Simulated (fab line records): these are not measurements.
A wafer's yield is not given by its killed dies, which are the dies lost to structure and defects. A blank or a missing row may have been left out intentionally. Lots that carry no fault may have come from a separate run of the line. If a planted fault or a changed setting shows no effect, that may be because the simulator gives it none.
Matching of chambers :: flow n5_finfet :: N5_MIM_TOP_LITHO_DESCUM_10 on rie_diel-06 has 4 sister chambers
The step chemistry O2, time 7.9 s. 8 wafers are shown with their chamber, then 7 later ones without.

WAFERS WITH THEIR CHAMBER
wafer: L075.4
chamber: 0
drypump_motor_current_A (A): 5.2
showerhead_plenum_p_Torr (Torr): 2.12

wafer: L083.1
chamber: 3
drypump_motor_current_A (A): 4.9
showerhead_plenum_p_Torr (Torr): 2.20

wafer: L083.2
chamber: 0
drypump_motor_current_A (A): 5.3
showerhead_plenum_p_Torr (Torr): 2.11

wafer: L083.3
chamber: 1
drypump_motor_current_A (A): 5.9
showerhead_plenum_p_Torr (Torr): 2.19

wafer: L084.4
chamber: 1
drypump_motor_current_A (A): 5.9
showerhead_plenum_p_Torr (Torr): 2.19

wafer: L084.6
chamber: 2
drypump_motor_current_A (A): 5.3
showerhead_plenum_p_Torr (Torr): 2.14

wafer: L094.3
chamber: 2
drypump_motor_current_A (A): 5.4
showerhead_plenum_p_Torr (Torr): 2.13

wafer: L094.5
chamber: 3
drypump_motor_current_A (A): 4.9
showerhead_plenum_p_Torr (Torr): 2.19

WAFERS WITHOUT THEIR CHAMBER
wafer: L094.6
drypump_motor_current_A (A): 5.4
showerhead_plenum_p_Torr (Torr): 2.13

wafer: L093.1
drypump_motor_current_A (A): 5.9
showerhead_plenum_p_Torr (Torr): 2.18

wafer: L093.3
drypump_motor_current_A (A): 5.2
showerhead_plenum_p_Torr (Torr): 2.10

wafer: L093.5
drypump_motor_current_A (A): 5.4
showerhead_plenum_p_Torr (Torr): 2.13

wafer: L097.1
drypump_motor_current_A (A): 5.3
showerhead_plenum_p_Torr (Torr): 2.10

wafer: L097.3
drypump_motor_current_A (A): 5.4
showerhead_plenum_p_Torr (Torr): 2.13

wafer: L097.4
drypump_motor_current_A (A): 5.0
showerhead_plenum_p_Torr (Torr): 2.19

CHAMBER TAKEN BY EACH
wafer: L094.6
from the rows above: 2
in truth: 2

wafer: L093.1
from the rows above: 1
in truth: 1

wafer: L093.3
from the rows above: 0
in truth: 0

wafer: L093.5
from the rows above: 2
in truth: 2

wafer: L097.1
from the rows above: 0
in truth: 0

wafer: L097.3
from the rows above: 2
in truth: 2

wafer: L097.4
from the rows above: 3
in truth: 3
Correctly placed: 7 of 7. Left unplaced by these rows: 0. Wrongly placed: 0.
How it was worked out, from the rows above alone: a wafer's distance from a chamber is the root of the sum, over the readings, of the square of ((its reading less the chamber's mean) divided by the reading's scatter). The wafer belongs to the nearest chamber; if the next one is less than 2 further off, it can't be placed. The mean given for a chamber averages the wafers shown for that chamber. How the scatter is found: for the shown wafers, subtract from each reading the mean of its chamber, square and add these, divide the total by (wafers less chambers), then take the root.
